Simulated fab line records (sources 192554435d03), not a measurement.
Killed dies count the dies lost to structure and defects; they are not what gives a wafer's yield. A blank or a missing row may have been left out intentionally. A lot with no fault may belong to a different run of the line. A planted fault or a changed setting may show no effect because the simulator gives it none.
fab line records ; flow n5Finfet
record lots=24; wafers=72; lastDay=18
route steps=1938 shown BEOL_M2@877
lots that met no fault: taken from a fault-free run of the same line
startH: hours from the record's first day to the start of the lot's first wafer shown ; waitH: time in hours since the lot's previous step ; " the same as in the row above ; L1.1+2: a row that stands for several wafers ; - no value, or no start was given ; * or withheld: withheld ; < > ~ a bound
route shown NAME@n: NAME is a module with steps in the file, n the number in the route of the first one ; usual: average and standard deviation across the fault-free wafers ; same: alike in all rows ; chamber/n: place in a boat ; sites: per-site readings ; _std_site: the values' standard deviation ; _edge_site: inner sites' mean taken away from outer sites' mean ; radiusMm: for every site, how far away it sits from the centre of the wafer ; mask NAME#n: copy n ; behind: the last tool/chamber to shape the wafer ; hold: what put the lot on hold/how long, in hours/how the hold closed ; device: which transistor (n, p or np) failed to switch ; end of line: the same wafers' tests at the end of the route ; step lacking rows: just its recipe ; killed: at the first sort, the dies lost to defects and structure; wafer yield is something else ; map: shows each die of a wafer: x if killed, . if not, _ if none is there
set.NAME: the setting that was run; set.NAME@STEP: the one run at that earlier step ; model.NAME: the simulator's own value behind a step, which no gauge read
one table for each step of the route and one row for each wafer, over a sample of lots
services: when a tool's chamber went out of use (startH, in hours from the record's first day, below 0 if earlier), for how many hours, and the reason
## steps
# step N5_BEOL_M2_OVL_MEAS_29
# recipe pointsPerWafer=522
# usual V1_OVL=0.4/0.66
lot.wafer;tool;chamber;startH;waitH;V1_OVL[nm]
L074.1;overlay-01;0;131.97;0.0;0.0
L074.4;overlay-01;0;131.97;0.0;0.6
L074.5;overlay-01;0;131.97;0.0;-0.8
L075.2;overlay-02;0;136.60;0.0;1.0
L075.4;overlay-02;0;136.60;0.0;0.6
L075.6;overlay-02;0;136.60;0.0;0.0
L076.1;overlay-01;0;146.55;0.0;0.2
L076.2;overlay-01;0;146.55;0.0;0.8
L076.4;overlay-01;0;146.55;0.0;0.3
L077.1;overlay-02;0;152.93;0.0;1.4
L077.2;overlay-02;0;152.93;0.0;0.5
L077.5;overlay-02;0;152.93;0.0;1.0
L078.2;overlay-01;0;162.07;0.0;0.0
L078.4;overlay-01;0;162.07;0.0;-0.6
L078.6;overlay-01;0;162.07;0.0;0.2
L079.3;overlay-02;0;166.10;0.0;1.9
L079.4;overlay-02;0;166.10;0.0;1.0
L079.6;overlay-02;0;166.10;0.0;1.4
L080.3;overlay-01;0;172.07;0.0;0.9
L080.5;overlay-01;0;172.07;0.0;0.4
L080.6;overlay-01;0;172.07;0.0;0.2
L081.2;overlay-01;0;180.60;0.0;-0.5
L081.3;overlay-01;0;180.60;0.0;0.2
L081.4;overlay-01;0;180.60;0.0;1.1
L082.2;overlay-01;0;189.56;0.0;0.8
L082.4;overlay-01;0;189.56;0.0;0.1
L082.6;overlay-01;0;189.56;0.0;0.7
L083.1;overlay-02;0;191.08;0.0;0.3
L083.2;overlay-02;0;191.08;0.0;0.5
L083.3;overlay-02;0;191.08;0.0;0.7
L084.2;overlay-01;0;199.80;0.0;1.3
L084.4;overlay-01;0;199.80;0.0;0.2
L084.5;overlay-01;0;199.80;0.0;-0.1
L085.1;overlay-02;0;205.09;0.0;1.4
L085.3;overlay-02;0;205.09;0.0;0.0
L085.5;overlay-02;0;205.09;0.0;0.6
L086.2;overlay-01;0;211.18;0.0;-0.1
L086.3;overlay-01;0;211.18;0.0;-0.3
L086.6;overlay-01;0;211.18;0.0;0.3
L087.1;overlay-01;0;212.67;0.0;0.2
L087.3;overlay-01;0;212.67;0.0;-0.6
L087.6;overlay-01;0;212.67;0.0;-1.0
L089.1;overlay-02;0;222.31;0.0;1.3
L089.5;overlay-02;0;222.31;0.0;1.9
L089.6;overlay-02;0;222.31;0.0;1.4
L088.1;overlay-02;0;224.19;0.0;1.2
L088.4;overlay-02;0;224.19;0.0;0.4
L088.6;overlay-02;0;224.19;0.0;1.0
L090.1;overlay-01;0;229.45;0.0;0.4
L090.3;overlay-01;0;229.45;0.0;0.4
L090.4;overlay-01;0;229.45;0.0;0.5
L091.2;overlay-01;0;241.03;0.0;-0.2
L091.5;overlay-01;0;241.03;0.0;1.2
L091.6;overlay-01;0;241.03;0.0;0.0
L092.1;overlay-02;0;245.33;0.0;0.5
L092.2;overlay-02;0;245.33;0.0;1.0
L092.4;overlay-02;0;245.33;0.0;0.5
L093.1;overlay-01;0;248.06;0.0;-0.1
L093.3;overlay-01;0;248.06;0.0;-1.5
L093.4;overlay-01;0;248.06;0.0;-0.4
L094.1;overlay-01;0;252.20;0.0;0.7
L094.5;overlay-01;0;252.20;0.0;1.0
L094.6;overlay-01;0;252.20;0.0;0.7
L095.3;overlay-01;0;255.42;0.0;0.9
L095.4;overlay-01;0;255.42;0.0;0.4
L095.6;overlay-01;0;255.42;0.0;0.1
L096.1;overlay-02;0;270.50;0.0;0.4
L096.4;overlay-02;0;270.50;0.0;1.0
L096.5;overlay-02;0;270.50;0.0;0.5
L097.1;overlay-02;0;285.17;0.0;0.4
L097.3;overlay-02;0;285.17;0.0;0.6
L097.5;overlay-02;0;285.17;0.0;0.6
# step N5_BEOL_M2_INSPECT_30
# recipe mode=adi; inspectInstrument=brightfield
# usual rawDefectCount=383/95
lot.wafer;tool;chamber;startH;waitH;rawDefectCount
L074.1;defectInspect-01;-;132.03;0.1;420
L074.4;defectInspect-01;-;132.03;0.1;367
L074.5;defectInspect-01;-;132.03;0.1;301
L075.2;defectInspect-02;-;136.65;0.0;341
L075.4;defectInspect-02;-;136.65;0.0;420
L075.6;defectInspect-02;-;136.65;0.0;397
L076.1;defectInspect-01;-;146.61;0.1;382
L076.2;defectInspect-01;-;146.61;0.1;396
L076.4;defectInspect-01;-;146.61;0.1;488
L077.1;defectInspect-02;-;152.99;0.1;594
L077.2;defectInspect-02;-;152.99;0.1;381
L077.5;defectInspect-02;-;152.99;0.1;360
L078.2;defectInspect-01;-;162.13;0.0;265
L078.4;defectInspect-01;-;162.13;0.0;276
L078.6;defectInspect-01;-;162.13;0.0;347
L079.3;defectInspect-02;-;166.15;0.0;295
L079.4;defectInspect-02;-;166.15;0.0;334
L079.6;defectInspect-02;-;166.15;0.0;333
L080.3;defectInspect-01;-;172.11;0.0;338
L080.5;defectInspect-01;-;172.11;0.0;339
L080.6;defectInspect-01;-;172.11;0.0;402
L081.2;defectInspect-02;-;180.66;0.0;614
L081.3;defectInspect-02;-;180.66;0.0;558
L081.4;defectInspect-02;-;180.66;0.0;584
L082.2;defectInspect-01;-;189.62;0.0;324
L082.4;defectInspect-01;-;189.62;0.0;288
L082.6;defectInspect-01;-;189.62;0.0;280
L083.1;defectInspect-02;-;191.14;0.1;285
L083.2;defectInspect-02;-;191.14;0.1;354
L083.3;defectInspect-02;-;191.14;0.1;364
L084.2;defectInspect-01;-;199.86;0.1;393
L084.4;defectInspect-01;-;199.86;0.1;373
L084.5;defectInspect-01;-;199.86;0.1;302
L085.1;defectInspect-02;-;205.15;0.1;275
L085.3;defectInspect-02;-;205.15;0.1;521
L085.5;defectInspect-02;-;205.15;0.1;264
L086.2;defectInspect-02;-;211.23;0.0;523
L086.3;defectInspect-02;-;211.23;0.0;548
L086.6;defectInspect-02;-;211.23;0.0;533
L087.1;defectInspect-02;-;212.73;0.1;403
L087.3;defectInspect-02;-;212.73;0.1;388
L087.6;defectInspect-02;-;212.73;0.1;417
L089.1;defectInspect-02;-;222.37;0.1;430
L089.5;defectInspect-02;-;222.37;0.1;609
L089.6;defectInspect-02;-;222.37;0.1;599
L088.1;defectInspect-01;-;224.25;0.1;412
L088.4;defectInspect-01;-;224.25;0.1;355
L088.6;defectInspect-01;-;224.25;0.1;416
L090.1;defectInspect-01;-;229.50;0.1;403
L090.3;defectInspect-01;-;229.50;0.1;324
L090.4;defectInspect-01;-;229.50;0.1;340
L091.2;defectInspect-02;-;241.08;0.0;280
L091.5;defectInspect-02;-;241.08;0.0;378
L091.6;defectInspect-02;-;241.08;0.0;326
L092.1;defectInspect-01;-;245.39;0.1;294
L092.2;defectInspect-01;-;245.39;0.1;266
L092.4;defectInspect-01;-;245.39;0.1;335
L093.1;defectInspect-02;-;248.12;0.1;336
L093.3;defectInspect-02;-;248.12;0.1;380
L093.4;defectInspect-02;-;248.12;0.1;359
L094.1;defectInspect-01;-;252.26;0.1;328
L094.5;defectInspect-01;-;252.26;0.1;263
L094.6;defectInspect-01;-;252.26;0.1;238
L095.3;defectInspect-02;-;255.47;0.0;397
L095.4;defectInspect-02;-;255.47;0.0;308
L095.6;defectInspect-02;-;255.47;0.0;344
L096.1;defectInspect-01;-;270.55;0.1;415
L096.4;defectInspect-01;-;270.55;0.1;300
L096.5;defectInspect-01;-;270.55;0.1;270
L097.1;defectInspect-01;-;285.23;0.1;349
L097.3;defectInspect-01;-;285.23;0.1;582
L097.5;defectInspect-01;-;285.23;0.1;417
# step N5_BEOL_M2_ANNEAL_80
# recipe tempC=400; timeS=240; ambient=vacuum
# usual heaterPowerW=860/77
lot.wafer;tool;chamber;startH;waitH;heaterPowerW
L074.1;pvdSputter-03;-;141.19;0.0;727
L074.4;pvdSputter-03;-;141.19;0.0;868
L074.5;pvdSputter-03;-;141.19;0.0;859
L075.2;pvdSputter-01;-;141.76;0.0;896
L075.4;pvdSputter-01;-;141.76;0.0;911
L075.6;pvdSputter-01;-;141.76;0.0;882
L076.1;pvdSputter-03;-;149.69;0.0;828
L076.2;pvdSputter-03;-;149.69;0.0;750
L076.4;pvdSputter-03;-;149.69;0.0;740
L077.1;pvdSputter-03;-;154.83;0.0;743
L077.2;pvdSputter-03;-;154.83;0.0;867
L077.5;pvdSputter-03;-;154.83;0.0;736
L078.2;pvdSputter-01;-;165.22;0.0;884
L078.4;pvdSputter-01;-;165.22;0.0;884
L078.6;pvdSputter-01;-;165.22;0.0;841
L079.3;pvdSputter-02;-;168.28;0.0;805
L079.4;pvdSputter-02;-;168.28;0.0;1048
L079.6;pvdSputter-02;-;168.28;0.0;846
L080.3;pvdSputter-01;-;174.56;0.0;821
L080.5;pvdSputter-01;-;174.56;0.0;808
L080.6;pvdSputter-01;-;174.56;0.0;914
L081.2;pvdSputter-01;-;182.77;0.0;896
L081.3;pvdSputter-01;-;182.77;0.0;898
L081.4;pvdSputter-01;-;182.77;0.0;844
L082.2;pvdSputter-03;-;191.62;0.0;880
L082.4;pvdSputter-03;-;191.62;0.0;760
L082.6;pvdSputter-03;-;191.62;0.0;843
L083.1;pvdSputter-02;-;193.34;0.0;1041
L083.2;pvdSputter-02;-;193.34;0.0;814
L083.3;pvdSputter-02;-;193.34;0.0;857
L084.2;pvdSputter-02;-;202.29;0.0;951
L084.4;pvdSputter-02;-;202.29;0.0;1053
L084.5;pvdSputter-02;-;202.29;0.0;851
L085.1;pvdSputter-01;-;207.96;0.0;921
L085.3;pvdSputter-01;-;207.96;0.0;823
L085.5;pvdSputter-01;-;207.96;0.0;914
L086.2;pvdSputter-02;-;213.58;0.0;938
L086.3;pvdSputter-02;-;213.58;0.0;835
L086.6;pvdSputter-02;-;213.58;0.0;870
L087.1;pvdSputter-01;-;215.27;0.0;924
L087.3;pvdSputter-01;-;215.27;0.0;851
L087.6;pvdSputter-01;-;215.27;0.0;821
L089.1;pvdSputter-02;-;228.97;0.0;864
L089.5;pvdSputter-02;-;228.97;0.0;1060
L089.6;pvdSputter-02;-;228.97;0.0;919
L088.1;pvdSputter-01;-;231.42;0.0;834
L088.4;pvdSputter-01;-;231.42;0.0;819
L088.6;pvdSputter-01;-;231.42;0.0;821
L090.1;pvdSputter-02;-;234.74;0.0;1056
L090.3;pvdSputter-02;-;234.74;0.0;918
L090.4;pvdSputter-02;-;234.74;0.0;802
L093.1;pvdSputter-01;-;253.20;0.0;854
L093.3;pvdSputter-01;-;253.20;0.0;905
L093.4;pvdSputter-01;-;253.20;0.0;905
L091.2;pvdSputter-03;-;254.96;0.0;851
L091.5;pvdSputter-03;-;254.96;0.0;727
L091.6;pvdSputter-03;-;254.96;0.0;858
L092.1;pvdSputter-02;-;256.60;0.0;916
L092.2;pvdSputter-02;-;256.60;0.0;807
L092.4;pvdSputter-02;-;256.60;0.0;1033
L094.1;pvdSputter-01;-;258.28;0.0;834
L094.5;pvdSputter-01;-;258.28;0.0;909
L094.6;pvdSputter-01;-;258.28;0.0;893
L095.3;pvdSputter-03;-;260.88;0.0;749
L095.4;pvdSputter-03;-;260.88;0.0;855
L095.6;pvdSputter-03;-;260.88;0.0;729
L096.1;pvdSputter-01;-;276.56;0.0;816
L096.4;pvdSputter-01;-;276.56;0.0;860
L096.5;pvdSputter-01;-;276.56;0.0;803
L097.1;pvdSputter-03;-;299.66;0.0;741
L097.3;pvdSputter-03;-;299.66;0.0;848
L097.5;pvdSputter-03;-;299.66;0.0;759
# step N5_BEOL_M2_ANNEAL_93
# recipe tempC=400; timeS=240; ambient=vacuum
# usual heaterPowerW=861/78
lot.wafer;tool;chamber;startH;waitH;heaterPowerW
L074.1;pvdSputter-03;-;142.29;0.0;754
L074.4;pvdSputter-03;-;142.29;0.0;853
L074.5;pvdSputter-03;-;142.29;0.0;843
L075.2;pvdSputter-01;-;142.86;0.0;907
L075.4;pvdSputter-01;-;142.86;0.0;913
L075.6;pvdSputter-01;-;142.86;0.0;875
L076.1;pvdSputter-03;-;150.79;0.0;864
L076.2;pvdSputter-03;-;150.79;0.0;763
L076.4;pvdSputter-03;-;150.79;0.0;752
L077.1;pvdSputter-03;-;155.93;0.0;751
L077.2;pvdSputter-03;-;155.93;0.0;862
L077.5;pvdSputter-03;-;155.93;0.0;757
L078.2;pvdSputter-01;-;166.32;0.0;880
L078.4;pvdSputter-01;-;166.32;0.0;924
L078.6;pvdSputter-01;-;166.32;0.0;867
L079.3;pvdSputter-02;-;169.38;0.0;803
L079.4;pvdSputter-02;-;169.38;0.0;1042
L079.6;pvdSputter-02;-;169.38;0.0;836
L080.3;pvdSputter-01;-;175.66;0.0;825
L080.5;pvdSputter-01;-;175.66;0.0;800
L080.6;pvdSputter-01;-;175.66;0.0;887
L081.2;pvdSputter-01;-;183.87;0.0;932
L081.3;pvdSputter-01;-;183.87;0.0;885
L081.4;pvdSputter-01;-;183.87;0.0;825
L082.2;pvdSputter-03;-;192.72;0.0;840
L082.4;pvdSputter-03;-;192.72;0.0;733
L082.6;pvdSputter-03;-;192.72;0.0;860
L083.1;pvdSputter-02;-;194.44;0.0;1049
L083.2;pvdSputter-02;-;194.44;0.0;818
L083.3;pvdSputter-02;-;194.44;0.0;846
L084.2;pvdSputter-02;-;203.39;0.0;899
L084.4;pvdSputter-02;-;203.39;0.0;1062
L084.5;pvdSputter-02;-;203.39;0.0;849
L085.1;pvdSputter-01;-;209.06;0.0;885
L085.3;pvdSputter-01;-;209.06;0.0;826
L085.5;pvdSputter-01;-;209.06;0.0;906
L086.2;pvdSputter-02;-;214.68;0.0;933
L086.3;pvdSputter-02;-;214.68;0.0;828
L086.6;pvdSputter-02;-;214.68;0.0;846
L087.1;pvdSputter-01;-;216.37;0.0;936
L087.3;pvdSputter-01;-;216.37;0.0;878
L087.6;pvdSputter-01;-;216.37;0.0;808
L089.1;pvdSputter-02;-;230.07;0.0;851
L089.5;pvdSputter-02;-;230.07;0.0;1038
L089.6;pvdSputter-02;-;230.07;0.0;922
L088.1;pvdSputter-01;-;232.52;0.0;850
L088.4;pvdSputter-01;-;232.52;0.0;823
L088.6;pvdSputter-01;-;232.52;0.0;833
L090.1;pvdSputter-02;-;235.84;0.0;1097
L090.3;pvdSputter-02;-;235.84;0.0;915
L090.4;pvdSputter-02;-;235.84;0.0;799
L093.1;pvdSputter-01;-;254.30;0.0;843
L093.3;pvdSputter-01;-;254.30;0.0;892
L093.4;pvdSputter-01;-;254.30;0.0;898
L091.2;pvdSputter-03;-;256.06;0.0;847
L091.5;pvdSputter-03;-;256.06;0.0;767
L091.6;pvdSputter-03;-;256.06;0.0;871
L092.1;pvdSputter-02;-;257.70;0.0;919
L092.2;pvdSputter-02;-;257.70;0.0;800
L092.4;pvdSputter-02;-;257.70;0.0;1056
L094.1;pvdSputter-01;-;259.38;0.0;829
L094.5;pvdSputter-01;-;259.38;0.0;889
L094.6;pvdSputter-01;-;259.38;0.0;917
L095.3;pvdSputter-03;-;261.98;0.0;752
L095.4;pvdSputter-03;-;261.98;0.0;867
L095.6;pvdSputter-03;-;261.98;0.0;743
L096.1;pvdSputter-01;-;277.66;0.0;816
L096.4;pvdSputter-01;-;277.66;0.0;854
L096.5;pvdSputter-01;-;277.66;0.0;818
L097.1;pvdSputter-03;-;300.76;0.0;756
L097.3;pvdSputter-03;-;300.76;0.0;847
L097.5;pvdSputter-03;-;300.76;0.0;752
# step N5_BEOL_M2_SPUTTER_96
# recipe material=Cu; targetThkA=45; tempC=-20; chamberPressurePa=0.07; powerW=withheld; timeS=8.29
# usual throttleValvePct=29.8/0.79
lot.wafer;tool;chamber;startH;waitH;throttleValvePct
L074.1;pvdSputter-03;-;142.65;0.1;29.7
L074.4;pvdSputter-03;-;142.65;0.1;28.9
L074.5;pvdSputter-03;-;142.65;0.1;28.8
L075.2;pvdSputter-01;-;143.22;0.1;29.7
L075.4;pvdSputter-01;-;143.22;0.1;31.0
L075.6;pvdSputter-01;-;143.22;0.1;29.6
L076.1;pvdSputter-03;-;151.15;0.1;29.5
L076.2;pvdSputter-03;-;151.15;0.1;29.5
L076.4;pvdSputter-03;-;151.15;0.1;30.5
L077.1;pvdSputter-03;-;156.29;0.1;30.4
L077.2;pvdSputter-03;-;156.29;0.1;29.4
L077.5;pvdSputter-03;-;156.29;0.1;29.5
L078.2;pvdSputter-01;-;166.68;0.1;30.9
L078.4;pvdSputter-01;-;166.68;0.1;29.9
L078.6;pvdSputter-01;-;166.68;0.1;30.2
L079.3;pvdSputter-02;-;169.74;0.1;29.4
L079.4;pvdSputter-02;-;169.74;0.1;31.6
L079.6;pvdSputter-02;-;169.74;0.1;28.7
L080.3;pvdSputter-01;-;176.02;0.1;29.6
L080.5;pvdSputter-01;-;176.02;0.1;29.5
L080.6;pvdSputter-01;-;176.02;0.1;30.6
L081.2;pvdSputter-01;-;184.23;0.1;30.9
L081.3;pvdSputter-01;-;184.23;0.1;29.9
L081.4;pvdSputter-01;-;184.23;0.1;30.2
L082.2;pvdSputter-03;-;193.08;0.1;29.5
L082.4;pvdSputter-03;-;193.08;0.1;29.5
L082.6;pvdSputter-03;-;193.08;0.1;29.2
L083.1;pvdSputter-02;-;194.80;0.1;31.3
L083.2;pvdSputter-02;-;194.80;0.1;29.0
L083.3;pvdSputter-02;-;194.80;0.1;28.8
L084.2;pvdSputter-02;-;203.75;0.1;30.4
L084.4;pvdSputter-02;-;203.75;0.1;31.2
L084.5;pvdSputter-02;-;203.75;0.1;28.8
L085.1;pvdSputter-01;-;209.42;0.1;29.7
L085.3;pvdSputter-01;-;209.42;0.1;29.3
L085.5;pvdSputter-01;-;209.42;0.1;29.5
L086.2;pvdSputter-02;-;215.04;0.1;29.8
L086.3;pvdSputter-02;-;215.04;0.1;28.6
L086.6;pvdSputter-02;-;215.04;0.1;28.3
L087.1;pvdSputter-01;-;216.73;0.1;30.8
L087.3;pvdSputter-01;-;216.73;0.1;30.4
L087.6;pvdSputter-01;-;216.73;0.1;29.5
L089.1;pvdSputter-02;-;230.43;0.1;28.5
L089.5;pvdSputter-02;-;230.43;0.1;31.3
L089.6;pvdSputter-02;-;230.43;0.1;30.2
L088.1;pvdSputter-01;-;232.88;0.1;29.9
L088.4;pvdSputter-01;-;232.88;0.1;29.4
L088.6;pvdSputter-01;-;232.88;0.1;29.6
L090.1;pvdSputter-02;-;236.20;0.1;31.6
L090.3;pvdSputter-02;-;236.20;0.1;30.3
L090.4;pvdSputter-02;-;236.20;0.1;29.2
L093.1;pvdSputter-01;-;254.66;0.1;30.2
L093.3;pvdSputter-01;-;254.66;0.1;29.6
L093.4;pvdSputter-01;-;254.66;0.1;31.1
L091.2;pvdSputter-03;-;256.42;0.1;29.3
L091.5;pvdSputter-03;-;256.42;0.1;29.6
L091.6;pvdSputter-03;-;256.42;0.1;29.6
L092.1;pvdSputter-02;-;258.06;0.1;30.2
L092.2;pvdSputter-02;-;258.06;0.1;29.1
L092.4;pvdSputter-02;-;258.06;0.1;31.2
L094.1;pvdSputter-01;-;259.74;0.1;29.9
L094.5;pvdSputter-01;-;259.74;0.1;31.3
L094.6;pvdSputter-01;-;259.74;0.1;30.2
L095.3;pvdSputter-03;-;262.34;0.1;29.3
L095.4;pvdSputter-03;-;262.34;0.1;29.4
L095.6;pvdSputter-03;-;262.34;0.1;29.5
L096.1;pvdSputter-01;-;278.02;0.1;29.4
L096.4;pvdSputter-01;-;278.02;0.1;30.4
L096.5;pvdSputter-01;-;278.02;0.1;29.4
L097.1;pvdSputter-03;-;301.12;0.1;29.6
L097.3;pvdSputter-03;-;301.12;0.1;29.1
L097.5;pvdSputter-03;-;301.12;0.1;30.6
# step N5_BEOL_M2_ANNEAL_51
# recipe tempC=225; timeS=90; ambient=N2
# usual wafer_temp_C_max=225.72/0.23
lot.wafer;tool;chamber;startH;waitH;wafer_temp_C_max
L074.1;rtpAnneal-02;0;142.84;0.1;226.04
L074.4;rtpAnneal-02;0;142.84;0.1;225.91
L074.5;rtpAnneal-02;0;142.84;0.1;225.96
L075.2;rtpAnneal-02;0;146.13;2.8;225.71
L075.4;rtpAnneal-02;0;146.13;2.8;225.95
L075.6;rtpAnneal-02;0;146.13;2.8;226.04
L076.1;rtpAnneal-02;0;153.07;1.8;225.73
L076.2;rtpAnneal-02;0;153.07;1.8;225.68
L076.4;rtpAnneal-02;0;153.07;1.8;225.83
L077.1;rtpAnneal-02;0;159.25;2.8;225.50
L077.2;rtpAnneal-02;0;159.25;2.8;225.37
L077.5;rtpAnneal-02;0;159.25;2.8;225.51
L078.2;rtpAnneal-02;0;170.43;3.6;225.74
L078.4;rtpAnneal-02;0;170.43;3.6;225.78
L078.6;rtpAnneal-02;0;170.43;3.6;225.75
L079.3;rtpAnneal-02;0;170.92;1.0;225.74
L079.4;rtpAnneal-02;0;170.92;1.0;225.59
L079.6;rtpAnneal-02;0;170.92;1.0;225.43
L080.3;rtpAnneal-02;0;179.20;3.0;225.81
L080.5;rtpAnneal-02;0;179.20;3.0;225.99
L080.6;rtpAnneal-02;0;179.20;3.0;225.77
L081.2;rtpAnneal-02;0;187.95;3.6;225.77
L081.3;rtpAnneal-02;0;187.95;3.6;225.75
L081.4;rtpAnneal-02;0;187.95;3.6;226.01
L082.2;rtpAnneal-02;0;195.51;2.3;226.12
L082.4;rtpAnneal-02;0;195.51;2.3;225.82
L082.6;rtpAnneal-02;0;195.51;2.3;225.94
L083.1;rtpAnneal-02;0;196.75;1.8;225.57
L083.2;rtpAnneal-02;0;196.75;1.8;225.54
L083.3;rtpAnneal-02;0;196.75;1.8;225.68
L084.2;rtpAnneal-02;0;206.49;2.6;226.00
L084.4;rtpAnneal-02;0;206.49;2.6;225.89
L084.5;rtpAnneal-02;0;206.49;2.6;226.00
L085.1;rtpAnneal-02;0;212.41;2.9;225.83
L085.3;rtpAnneal-02;0;212.41;2.9;225.73
L085.5;rtpAnneal-02;0;212.41;2.9;225.51
L086.2;rtpAnneal-02;0;219.33;4.2;225.81
L086.3;rtpAnneal-02;0;219.33;4.2;225.46
L086.6;rtpAnneal-02;0;219.33;4.2;225.81
L087.1;rtpAnneal-02;0;219.82;3.0;225.81
L087.3;rtpAnneal-02;0;219.82;3.0;226.13
L087.6;rtpAnneal-02;0;219.82;3.0;225.74
L089.1;rtpAnneal-02;0;230.99;0.4;225.54
L089.5;rtpAnneal-02;0;230.99;0.4;225.46
L089.6;rtpAnneal-02;0;230.99;0.4;225.81
L088.1;rtpAnneal-02;0;235.91;2.9;225.75
L088.4;rtpAnneal-02;0;235.91;2.9;225.80
L088.6;rtpAnneal-02;0;235.91;2.9;225.54
L090.1;rtpAnneal-01;0;237.02;0.7;225.86
L090.3;rtpAnneal-01;0;237.02;0.7;225.72
L090.4;rtpAnneal-01;0;237.02;0.7;225.66
L093.1;rtpAnneal-02;0;254.85;0.1;226.18
L093.3;rtpAnneal-02;0;254.85;0.1;225.82
L093.4;rtpAnneal-02;0;254.85;0.1;225.56
L091.2;rtpAnneal-02;0;258.98;2.4;225.53
L091.5;rtpAnneal-02;0;258.98;2.4;225.66
L091.6;rtpAnneal-02;0;258.98;2.4;225.64
L092.1;rtpAnneal-02;0;259.92;1.7;225.64
L092.2;rtpAnneal-02;0;259.92;1.7;225.79
L092.4;rtpAnneal-02;0;259.92;1.7;225.84
L094.1;rtpAnneal-01;0;261.18;1.3;225.54
L094.5;rtpAnneal-01;0;261.18;1.3;225.40
L094.6;rtpAnneal-01;0;261.18;1.3;225.48
L095.3;rtpAnneal-02;0;265.38;2.9;225.66
L095.4;rtpAnneal-02;0;265.38;2.9;225.68
L095.6;rtpAnneal-02;0;265.38;2.9;225.86
L096.1;rtpAnneal-01;0;278.22;0.1;225.49
L096.4;rtpAnneal-01;0;278.22;0.1;225.42
L096.5;rtpAnneal-01;0;278.22;0.1;225.08
L097.1;rtpAnneal-02;0;301.32;0.1;225.86
L097.3;rtpAnneal-02;0;301.32;0.1;225.41
L097.5;rtpAnneal-02;0;301.32;0.1;225.60
## services
tool;chamber;startH;hours;kind
rtpAnneal-01;-;133.46;101.8;pm
rtpAnneal-02;-;260.73;4.3;pm
pvdSputter-03;-;285.89;3.8;repair
rtpAnneal-02;-;293.34;3.0;pm
## key
fault none
